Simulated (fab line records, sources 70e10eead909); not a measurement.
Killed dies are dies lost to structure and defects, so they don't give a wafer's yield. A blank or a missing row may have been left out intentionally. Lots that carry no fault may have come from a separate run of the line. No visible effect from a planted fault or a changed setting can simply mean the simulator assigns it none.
fab line records | flow nand_harc
record lots=14 | wafers=42 | last_day=25
route steps=1159 shown THIN_TSV@1121
lots untouched by any fault: they come from a run of this same line in which no faults occurred
start_h: hours from the record's first day to the start of the lot's first wafer shown | wait_h: how many hours have passed since the lot's step before this one | " the same as in the row above | L1.1+2: a row that stands for several wafers | - no value, or no start given | * or withheld: withheld | < > ~ a bound
route shown NAME@n: a module of which the file shows steps, and the number in the route of the first | usual: the fault-free wafers' mean and standard deviation | same: alike in all rows | chamber/n: place in a boat | sites: per-site readings | _std_site: standard deviation across them | _edge_site: the outer-site mean with the inner-site mean subtracted | radius_mm: for every site, how far away it sits from the centre of the wafer | mask NAME#n: copy n | behind: tool/chamber where the wafer was last shaped | hold: why the lot went on hold/how many hours it stayed there/how the hold came to an end | device: transistor that didn't switch, given as n, p or np | end of line: at the end of the route, the tests of the same wafers | a step with no rows: only its recipe | killed: dies that structure and defects cost at the first sort, which is not the same as the wafer's yield | map: a wafer's dies, x killed, . not, _ none there
set.NAME: setting as actually run; set.NAME@STEP: the setting as run at that earlier step | model.NAME: the simulator's own value behind a step, which no gauge read
one table for each step of the route and one row for each wafer, over a sample of lots
services: a tool's chamber out of use, with start hour (start_h, from the record's first day; less than 0 if before it), hours out, and reason
## steps
# step NHARC_THIN_TSV_CD_MEAS_16
# usual cd_nm=1000.6/2.4
lot.wafer | tool      | chamber | start_h | wait_h | cd_nm
L974.3    | cd_sem-02 | -       | 432.94  | 0.1    | 1002.0
L974.5    | "         | -       | "       | "      | 1007.2
L974.6    | "         | -       | "       | "      | 997.8
L978.1    | cd_sem-02 | -       | 439.70  | 0.1    | 1000.2
L978.5    | "         | -       | "       | "      | 999.5
L978.6    | "         | -       | "       | "      | 1001.2
L973.3    | cd_sem-01 | -       | 442.06  | 0.1    | 999.2
L973.4    | "         | -       | "       | "      | 997.8
L973.6    | "         | -       | "       | "      | 998.7
L975.1    | cd_sem-03 | -       | 443.44  | 0.1    | 1003.7
L975.2    | "         | -       | "       | "      | 1004.8
L975.5    | "         | -       | "       | "      | 1006.1
L983.1    | cd_sem-02 | -       | 478.55  | 0.1    | 1000.2
L983.4    | "         | -       | "       | "      | 1000.4
L983.5    | "         | -       | "       | "      | 1002.4
L981.1    | cd_sem-03 | -       | 479.90  | 0.1    | 1002.9
L981.3    | "         | -       | "       | "      | 1000.9
L981.6    | "         | -       | "       | "      | 998.6
L980.1    | cd_sem-01 | -       | 485.76  | 0.1    | 995.0
L980.3    | "         | -       | "       | "      | 1001.2
L980.6    | "         | -       | "       | "      | 998.4
L982.2    | cd_sem-02 | -       | 487.24  | 0.1    | 1002.8
L982.4    | "         | -       | "       | "      | 1000.7
L982.6    | "         | -       | "       | "      | 997.8
L985.1    | cd_sem-02 | -       | 495.31  | 0.1    | 997.5
L985.3    | "         | -       | "       | "      | 994.3
L985.5    | "         | -       | "       | "      | 1000.1
L988.2    | cd_sem-01 | -       | 496.48  | 0.1    | 1002.0
L988.3    | "         | -       | "       | "      | 998.8
L988.6    | "         | -       | "       | "      | 1001.5
L986.3    | cd_sem-03 | -       | 502.31  | 0.1    | 999.7
L986.5    | "         | -       | "       | "      | 997.0
L986.6    | "         | -       | "       | "      | 998.8
L984.1    | cd_sem-01 | -       | 503.31  | 0.1    | 1000.1
L984.2    | "         | -       | "       | "      | 1001.5
L984.4    | "         | -       | "       | "      | 998.0
L987.1    | cd_sem-01 | -       | 517.23  | 0.1    | 1002.9
L987.3    | "         | -       | "       | "      | 1001.1
L987.5    | "         | -       | "       | "      | 997.8
L996.2    | cd_sem-01 | -       | 580.16  | 0.1    | 999.2
L996.3    | "         | -       | "       | "      | 999.3
L996.6    | "         | -       | "       | "      | 1001.8
# step NHARC_THIN_TSV_ETCHBACK_48
# recipe target_depth_a=10285 | over_etch_frac=0.3 | time_s=405.17 | ion_energy_ev=250 | c4f8_flow_sccm=withheld | ar_flow_sccm=withheld | rf_w=600 | bias_w=300 | chemistry=C4F8/Ar
# usual bias_w=299.9/0.94 | oes_product_au=0.96/0.035 | rf_vpp_V=546/3.3
lot.wafer | tool        | chamber | start_h | wait_h | bias_w | oes_product_au | rf_hours_counter_h | rf_vpp_V
L974.3    | rie_diel-04 | 0       | 434.28  | -      | 299.1  | 0.91           | 10                 | 547
L974.6    | "           | 2       | "       | "      | 300.5  | 0.91           | -                  | 552
L974.5    | "           | 3       | "       | "      | 300.4  | 0.93           | -                  | 543
L978.1    | rie_diel-04 | 3       | 441.09  | -      | 301.2  | 0.94           | 12                 | 541
L978.6    | "           | 0       | "       | "      | 299.4  | 0.93           | -                  | 546
L978.5    | "           | 1       | "       | "      | 298.8  | 0.94           | -                  | 541
L973.3    | rie_diel-09 | 3       | 443.33  | -      | 299.8  | 1.01           | 0                  | 544
L973.4    | "           | 2       | "       | "      | 300.0  | 1.02           | 0                  | 547
L973.6    | "           | 0       | "       | "      | 301.1  | 0.98           | -                  | 552
L975.1    | rie_diel-04 | 1       | 444.74  | -      | 300.6  | 0.95           | 10                 | 543
L975.2    | "           | 2       | "       | "      | 299.8  | 0.92           | 11                 | 552
L975.5    | "           | 2       | "       | "      | 298.8  | 0.92           | -                  | 552
L983.1    | rie_diel-04 | 3       | 479.85  | -      | 299.2  | 1.00           | 0                  | 541
L983.4    | "           | 0       | "       | "      | 301.9  | 0.99           | 0                  | 545
L983.5    | "           | 3       | "       | "      | 299.7  | 1.01           | -                  | 541
L981.3    | rie_diel-04 | 2       | 481.55  | -      | 299.4  | 0.98           | 0                  | 554
L981.1    | "           | 1       | "       | "      | 299.9  | 1.00           | 0                  | 543
L981.6    | "           | 2       | "       | "      | 300.1  | 0.97           | -                  | 552
L980.3    | rie_diel-04 | 3       | 487.56  | -      | 300.4  | 0.97           | 1                  | 542
L980.1    | "           | 1       | "       | "      | 300.5  | 0.98           | 1                  | 543
L980.6    | "           | 2       | "       | "      | 299.8  | 0.95           | -                  | 553
L982.2    | rie_diel-11 | 1       | 488.65  | -      | 298.3  | 0.94           | 8                  | 546
L982.4    | "           | 2       | "       | "      | 299.4  | 0.91           | 8                  | 545
L982.6    | "           | 1       | "       | "      | 298.9  | 0.93           | -                  | 545
L985.1    | rie_diel-09 | 3       | 496.63  | -      | 300.4  | 0.93           | 7                  | 542
L985.3    | "           | 1       | "       | "      | 300.0  | 0.92           | 6                  | 549
L985.5    | "           | 3       | "       | "      | 298.6  | 0.93           | -                  | 545
L988.3    | rie_diel-04 | 1       | 497.76  | -      | 300.3  | 0.95           | 2                  | 543
L988.2    | "           | 2       | "       | "      | 299.0  | 0.93           | 2                  | 553
L988.6    | "           | 2       | "       | "      | 298.4  | 0.94           | -                  | 551
L986.3    | rie_diel-04 | 1       | 503.75  | -      | 300.0  | 0.99           | 2                  | 542
L986.6    | "           | 3       | "       | "      | 300.7  | 0.99           | -                  | 542
L986.5    | "           | 0       | "       | "      | 299.5  | 0.98           | -                  | 546
L984.1    | rie_diel-09 | 3       | 504.97  | -      | 300.4  | 1.02           | 8                  | 544
L984.2    | "           | 1       | "       | "      | 299.1  | 1.01           | 7                  | 548
L984.4    | "           | 3       | "       | "      | 299.3  | 1.00           | -                  | 544
L987.3    | rie_diel-09 | 0       | 518.75  | -      | 297.9  | 0.92           | 8                  | 549
L987.1    | "           | 1       | "       | "      | 300.5  | 0.94           | 8                  | 549
L987.5    | "           | 2       | "       | "      | 300.1  | 0.94           | -                  | 546
L996.2    | rie_diel-04 | 3       | 581.51  | -      | 299.1  | 0.97           | 8                  | 541
L996.3    | "           | 0       | "       | "      | 299.0  | 0.95           | 8                  | 544
L996.6    | "           | 1       | "       | "      | 300.3  | 0.98           | -                  | 542
# step NHARC_THIN_TSV_PRE_CLEAN_54
# recipe time_s=30 | temp_c=280 | gas=H2/He
# usual heater_power_w=407/46
lot.wafer | tool           | chamber | start_h | wait_h | heater_power_w
L974.3    | pvd_sputter-01 | -       | 436.86  | 0.1    | 481
L974.5    | "              | -       | "       | "      | 412
L974.6    | "              | -       | "       | "      | 326
L978.1    | pvd_sputter-01 | -       | 443.61  | 0.0    | 338
L978.6    | "              | -       | "       | "      | 335
L978.5    | "              | -       | "       | "      | 416
L973.3    | pvd_sputter-03 | -       | 445.94  | 0.0    | 381
L973.4    | "              | -       | "       | "      | 463
L973.6    | "              | -       | "       | "      | 397
L975.2    | pvd_sputter-01 | -       | 447.40  | 0.1    | 460
L975.1    | "              | -       | "       | "      | 425
L975.5    | "              | -       | "       | "      | 422
L983.4    | pvd_sputter-02 | -       | 482.74  | 0.1    | 336
L983.1    | "              | -       | "       | "      | 446
L983.5    | "              | -       | "       | "      | 391
L981.3    | pvd_sputter-03 | -       | 484.20  | 0.1    | 364
L981.1    | "              | -       | "       | "      | 473
L981.6    | "              | -       | "       | "      | 448
L980.1    | pvd_sputter-01 | -       | 490.11  | 0.1    | 434
L980.3    | "              | -       | "       | "      | 466
L980.6    | "              | -       | "       | "      | 479
L982.4    | pvd_sputter-02 | -       | 491.21  | 0.1    | 386
L982.2    | "              | -       | "       | "      | 392
L982.6    | "              | -       | "       | "      | 389
L985.3    | pvd_sputter-02 | -       | 499.23  | 0.1    | 453
L985.1    | "              | -       | "       | "      | 388
L985.5    | "              | -       | "       | "      | 329
L988.2    | pvd_sputter-01 | -       | 500.45  | 0.1    | 426
L988.3    | "              | -       | "       | "      | 424
L988.6    | "              | -       | "       | "      | 432
L986.3    | pvd_sputter-01 | -       | 506.58  | 0.1    | 474
L986.5    | "              | -       | "       | "      | 426
L986.6    | "              | -       | "       | "      | 340
L984.4    | pvd_sputter-02 | -       | 507.70  | 0.0    | 452
L984.2    | "              | -       | "       | "      | 376
L984.1    | "              | -       | "       | "      | 385
L987.1    | pvd_sputter-02 | -       | 521.58  | 0.1    | 381
L987.3    | "              | -       | "       | "      | 394
L987.5    | "              | -       | "       | "      | 387
L996.3    | pvd_sputter-02 | -       | 584.01  | 0.1    | 405
L996.2    | "              | -       | "       | "      | 329
L996.6    | "              | -       | "       | "      | 387
# step NHARC_THIN_TSV_ETCH_59
# recipe target_depth_a=8800 | icp_w=900 | bias_w=100 | Cl2_flow_sccm=60 | bcl3_flow_sccm=30 | time_s=138.1 | chemistry=Cl2/BCl3
# usual bias_w=100.0/0.32 | drypump_motor_current_A=5.9/0.59 | oes_product_au=0.999/0.013 | run_length_s=159.7/0.43 | throttle_valve_pct=22.264/0.0089
lot.wafer | tool         | chamber | start_h | wait_h | bias_w | drypump_motor_current_A | oes_product_au | rf_hours_counter_h | run_length_s | throttle_valve_pct
L974.3    | rie_metal-03 | 1       | 438.30  | 0.2    | 99.6   | 6.9                     | 1.004          | -                  | 159.7        | 22.270
L974.6    | "            | 0       | "       | "      | 100.5  | 5.4                     | 1.018          | -                  | 159.1        | 22.258
L974.5    | "            | 1       | "       | "      | 100.1  | 6.8                     | 0.990          | -                  | 160.5        | 22.268
L978.1    | rie_metal-03 | 0       | 444.99  | 0.1    | 99.6   | 5.3                     | 1.009          | 5.0                | 159.8        | 22.248
L978.6    | "            | 0       | "       | "      | 100.3  | 5.4                     | 1.009          | -                  | 159.1        | 22.276
L978.5    | "            | 1       | "       | "      | 100.5  | 6.8                     | 1.004          | -                  | 159.7        | 22.261
L973.3    | rie_metal-02 | 0       | 447.36  | 0.2    | 100.0  | 6.6                     | 0.974          | -                  | 158.9        | 22.269
L973.4    | "            | 1       | "       | "      | 99.8   | 6.0                     | 1.012          | -                  | 159.3        | 22.268
L973.6    | "            | 1       | "       | "      | 99.9   | 6.0                     | 1.024          | -                  | 159.1        | 22.258
L975.2    | rie_metal-03 | 0       | 448.75  | 0.1    | 100.0  | 5.4                     | 1.002          | 5.2                | 159.6        | 22.273
L975.1    | "            | 1       | "       | "      | 100.6  | 6.8                     | 0.994          | 5.2                | 159.6        | 22.267
L975.5    | "            | 1       | "       | "      | 100.2  | 6.8                     | 0.997          | -                  | 160.1        | 22.243
L983.1    | rie_metal-03 | 0       | 484.09  | 0.1    | 100.2  | 5.4                     | 0.996          | 0.5                | 159.3        | 22.274
L983.4    | "            | 0       | "       | "      | 99.8   | 5.4                     | 0.993          | -                  | 159.4        | 22.268
L983.5    | "            | 0       | "       | "      | 100.0  | 5.4                     | 0.991          | -                  | 159.0        | 22.258
L981.1    | rie_metal-01 | 0       | 485.46  | 0.1    | 99.9   | 5.6                     | 0.992          | 3.7                | 159.9        | 22.262
L981.3    | "            | 1       | "       | "      | 100.3  | 5.4                     | 1.023          | -                  | 159.8        | 22.253
L981.6    | "            | 0       | "       | "      | 100.0  | 5.7                     | 0.995          | -                  | 160.1        | 22.258
L980.1    | rie_metal-02 | 0       | 491.51  | 0.1    | 100.3  | 6.6                     | 0.986          | 2.3                | 159.6        | 22.263
L980.3    | "            | 1       | "       | "      | 99.9   | 6.0                     | 1.022          | -                  | 158.7        | 22.258
L980.6    | "            | 1       | "       | "      | 99.6   | 6.0                     | 1.016          | -                  | 159.4        | 22.252
L982.2    | rie_metal-03 | 0       | 492.48  | 0.1    | 100.0  | 5.4                     | 1.011          | 0.8                | 159.7        | 22.266
L982.4    | "            | 0       | "       | "      | 100.2  | 5.3                     | 1.000          | -                  | 159.7        | 22.260
L982.6    | "            | 1       | "       | "      | 99.7   | 6.8                     | 0.996          | -                  | 159.9        | 22.253
L985.1    | rie_metal-03 | 1       | 500.58  | 0.1    | 100.8  | 6.8                     | 1.017          | 1.0                | 159.9        | 22.265
L985.3    | "            | 0       | "       | "      | 100.3  | 5.4                     | 1.015          | -                  | 159.5        | 22.267
L985.5    | "            | 1       | "       | "      | 100.0  | 6.8                     | 1.013          | -                  | 159.8        | 22.264
L988.2    | rie_metal-01 | 1       | 501.87  | 0.2    | 100.0  | 5.4                     | 1.019          | 4.2                | 159.7        | 22.272
L988.3    | "            | 0       | "       | "      | 100.1  | 5.7                     | 0.982          | -                  | 160.2        | 22.274
L988.6    | "            | 0       | "       | "      | 99.9   | 5.6                     | 0.992          | -                  | 160.4        | 22.268
L986.3    | rie_metal-03 | 1       | 507.90  | 0.1    | 99.9   | 6.8                     | 0.998          | -                  | 159.8        | 22.272
L986.5    | "            | 1       | "       | "      | 99.9   | 6.7                     | 1.008          | -                  | 159.7        | 22.269
L986.6    | "            | 0       | "       | "      | -      | 5.3                     | 1.014          | -                  | 140.4        | 22.260
L984.1    | rie_metal-03 | 0       | 508.93  | 0.1    | -      | 5.4                     | 1.013          | 1.6                | 140.1        | 22.258
L984.2    | "            | 1       | "       | "      | 100.4  | 6.8                     | 1.006          | 1.6                | 160.1        | 22.264
L984.4    | "            | 0       | "       | "      | -      | 5.4                     | 1.007          | -                  | 140.7        | 22.272
L987.1    | rie_metal-01 | 0       | 522.97  | 0.2    | 99.8   | 5.6                     | 0.994          | 0.1                | 160.2        | 22.271
L987.3    | "            | 0       | "       | "      | 99.9   | 5.6                     | 0.997          | -                  | 160.3        | 22.266
L987.5    | "            | 0       | "       | "      | 100.1  | 5.6                     | 0.997          | -                  | 160.0        | 22.251
L996.2    | rie_metal-01 | 0       | 585.27  | 0.1    | 99.9   | 5.7                     | 0.989          | 1.7                | 160.0        | 22.257
L996.3    | "            | 0       | "       | "      | 100.1  | 5.6                     | 0.982          | -                  | 160.2        | 22.271
L996.6    | "            | 0       | "       | "      | 99.8   | 5.6                     | 0.974          | -                  | 159.9        | 22.266
## services
tool           | chamber | start_h | hours | kind
rie_diel-04    | 1       | 415.73  | 2.4   | repair
rie_diel-09    | 2       | 416.30  | 11.9  | repair
rie_diel-04    | 0       | 419.91  | -     | clean
rie_diel-04    | 1       | 419.91  | -     | clean
rie_diel-09    | -       | 431.44  | 9.0   | pm
rie_metal-03   | -       | 453.00  | 9.0   | pm
pvd_sputter-03 | -       | 458.00  | 10.0  | pm
rie_metal-01   | -       | 462.01  | 0.3   | repair
rie_diel-04    | -       | 465.90  | 9.0   | pm
rie_metal-03   | 1       | 475.34  | 7.7   | repair
rie_diel-09    | 0       | 502.48  | 2.6   | repair
pvd_sputter-03 | -       | 508.14  | 6.9   | repair
rie_metal-01   | -       | 509.00  | 9.0   | pm
pvd_sputter-01 | -       | 514.00  | 10.0  | pm
rie_metal-03   | -       | 515.22  | 0.4   | repair
rie_diel-09    | -       | 515.30  | 0.3   | repair
rie_diel-09    | 1       | 521.32  | 3.0   | repair
rie_diel-09    | 3       | 528.28  | 3.9   | repair
pvd_sputter-03 | -       | 534.05  | 5.7   | repair
rie_diel-11    | -       | 543.60  | 9.0   | pm
rie_diel-09    | 0       | 562.38  | 5.2   | repair
rie_metal-02   | -       | 565.00  | 9.0   | pm
rie_metal-01   | -       | 569.57  | 0.2   | repair
pvd_sputter-02 | -       | 570.14  | 10.0  | pm
## key
first_sign step=NHARC_THIN_TSV_ETCH_59 | reading=run_length_s | direction=down | sigmas=45 | usual=* | struck=*
effect none on later readings
met_at NHARC_THIN_TSV_ETCH_59
struck_lots L984,L986
struck_wafers L984.1,L984.4,L986.6
later_rows_left_out L984.1,L984.4,L986.6
sort_left_out L984.1,L984.4,L986.6
not_acting_at NHARC_THIN_TSV_CD_MEAS_16,NHARC_THIN_TSV_ETCHBACK_48,NHARC_THIN_TSV_PRE_CLEAN_54
onset_between 500.58 507.90
fault kind=process_parameter_drift | tool=rie_metal-03 | chamber=0 | onset_h=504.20 | steps=NHARC_THIN_TSV_ETCH_59 | channel=time_s | offset=* | shape=step | end_h=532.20 | acts_in=* | stated=*
# sort_left_out: the simulated sort isn't trusted on such a fault, so these wafers' sort isn't shown, and their yield isn't known
# later_rows_left_out: the simulator's readings of these wafers behind a module that went badly wrong aren't trusted and aren't shown, but for the sort
